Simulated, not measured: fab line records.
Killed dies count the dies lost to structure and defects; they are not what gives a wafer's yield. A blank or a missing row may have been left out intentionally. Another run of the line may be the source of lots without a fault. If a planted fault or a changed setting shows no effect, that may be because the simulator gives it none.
A struck lot beside a sound one :: flow n5 finfet :: 19 out of 1938 route steps
Sound: wafers L921.4, L921.5, L921.6. Struck: wafer L912.3 (left out: L912.2, a lot-mate that was not struck); the cause follows at the end.
For every step that has rows: the tool of each side, followed by ch and its chambers, followed by its first start. Under that, the readings that differ: sound wafers :: struck wafers :: difference of the means :: sigmas: that difference in standard deviations of wafers without a fault.
alike: a reading whose means differ by less than 2 such deviations, as well as words and numbers matching on both sides. not compared: withheld readings; readings where some wafer has no value; bounds like >300 that might hide an equal value; numbers whose values overlap and for which the record gives no deviation.
Wherever a step has rows on one side only, a row that says differs or no value, or a row with sigmas, the two part there. When numbers do not overlap yet have no deviation, they are printed without sigmas and do not part them. A reading missing from all wafers of one side parts the sides only when that side holds two or more wafers.

N5_MIM_BOT_ETCH_ETCH_03: etches the open film in Cl2/BCl3, target depth 12 nm.
  sound on rie metal-01 ch 0,1, day 16 01:19; struck on rie metal-02 ch 1, day 14 03:27
reading: oes product au (a.u.)
sound: 0.76 0.66 0.75
struck: 0.96
difference: +0.24
sigmas: +2
  alike: drypump motor current A, rf fwd power W, throttle valve pct
  not compared: rf hours counter h
N5_MIM_BOT_ETCH_ETCH_00: etches TiN in Cl2/BCl3, target depth 45.5 nm.
  sound on rie metal-01 ch 0,1, day 16 01:25; struck on rie metal-02 ch 1, day 14 03:38
reading: oes product au (a.u.)
sound: 0.75 0.66 0.75
struck: 0.96
difference: +0.24
sigmas: +2
  alike: drypump motor current A, rf fwd power W, throttle valve pct
  not compared: rf hours counter h
N5_MIM_BOT_ETCH_STRIP_01: strips in O2.
  sound on rie diel-06 ch 0,3, day 16 01:31; struck on rie diel-05 ch 1, day 14 03:52
  alike: drypump motor current A, oes product au, rf vpp V, showerhead plenum p Torr, throttle valve pct
  not compared: rf hours counter h
then, 3 steps without rows for these wafers: N5_MIM_BOT_ETCH_STRIP_02 (strips in post etch residue remover, time 1200 s); N5_MIM_BOT_ETCH_CLEAN_05 (cleans in IPA, time 180 s); N5_MIM_BOT_ETCH_SRD_06 (time 30 s).
N5_PASSIVATION_PECVD_55: deposits SiO2 from SiH4/N2O, target thk 400 nm, time 22.5 s.
  sound on pecvd-04 ch 0,1,2, day 16 02:02; struck on pecvd-01 ch 2, day 14 04:22
reading: since wet clean h (h)
sound: - - -
struck: 413
difference: no value on the sound wafers
sigmas: 
  alike: heater power w, rf fwd power W, showerhead plenum p Torr, showerhead vpp V, throttle valve pct
N5_PASSIVATION_PECVD_01: deposits SiNx from SiH4/NH3/N2, target thk 200 nm, time 43.2 s.
  sound on pecvd-04 ch 0,1,2, day 16 02:05; struck on pecvd-01 ch 2, day 14 04:24
reading: heater power w (W)
sound: 512 388 647
struck: 262
difference: -254
sigmas: -2

reading: since wet clean h (h)
sound: - - -
struck: 413
difference: no value on the sound wafers
sigmas: 
  alike: rf fwd power W, showerhead plenum p Torr, showerhead vpp V, throttle valve pct
then, 4 steps without rows for these wafers: N5_PASSIVATION_HMDS_03 (time 60 s); N5_PASSIVATION_COAT_04; N5_PASSIVATION_EBR_06; N5_PASSIVATION_SOFTBAKE_05 (time 90 s).
N5_PASSIVATION_EXPOSE_07: exposes mask TV, defocus 0 nm, target cd 3000 nm.
  sound on krf scanner-02 ch 0, day 16 02:34; struck on krf scanner-01 ch 0, day 14 05:10
  alike: mask
then, 3 steps without rows for these wafers: N5_PASSIVATION_PEB_08; N5_PASSIVATION_DEVELOP_09 (develop time 60 s); N5_PASSIVATION_HARDBAKE_11 (time 120 s).
N5_PASSIVATION_CD_MEAS_10 targets a cd of 3000 nm.
  sound on cd sem-01 ch 0, day 16 02:43; struck on cd sem-01 ch 0, day 14 05:20
reading: cd nm (nm)
sound: 3000.2 2999.4 2999.1
struck: 3013.1
difference: +13.5
sigmas: +8
N5_PASSIVATION_OVL_MEAS_60:
  sound on overlay-02 ch 0, day 16 02:45; struck on overlay-01 ch 0, day 14 05:22
  alike: TV_OVL
after that, 1 step had no rows for these wafers: N5_PASSIVATION_PROBE_49.

## WHERE THEY PART
At N5_MIM_BOT_ETCH_ETCH_03 first; at N5_PASSIVATION_CD_MEAS_10 last (within this record only). Later steps at which nothing parts them and some readings are alike: N5_PASSIVATION_OVL_MEAS_60.

WHY: the cause the simulator had injected
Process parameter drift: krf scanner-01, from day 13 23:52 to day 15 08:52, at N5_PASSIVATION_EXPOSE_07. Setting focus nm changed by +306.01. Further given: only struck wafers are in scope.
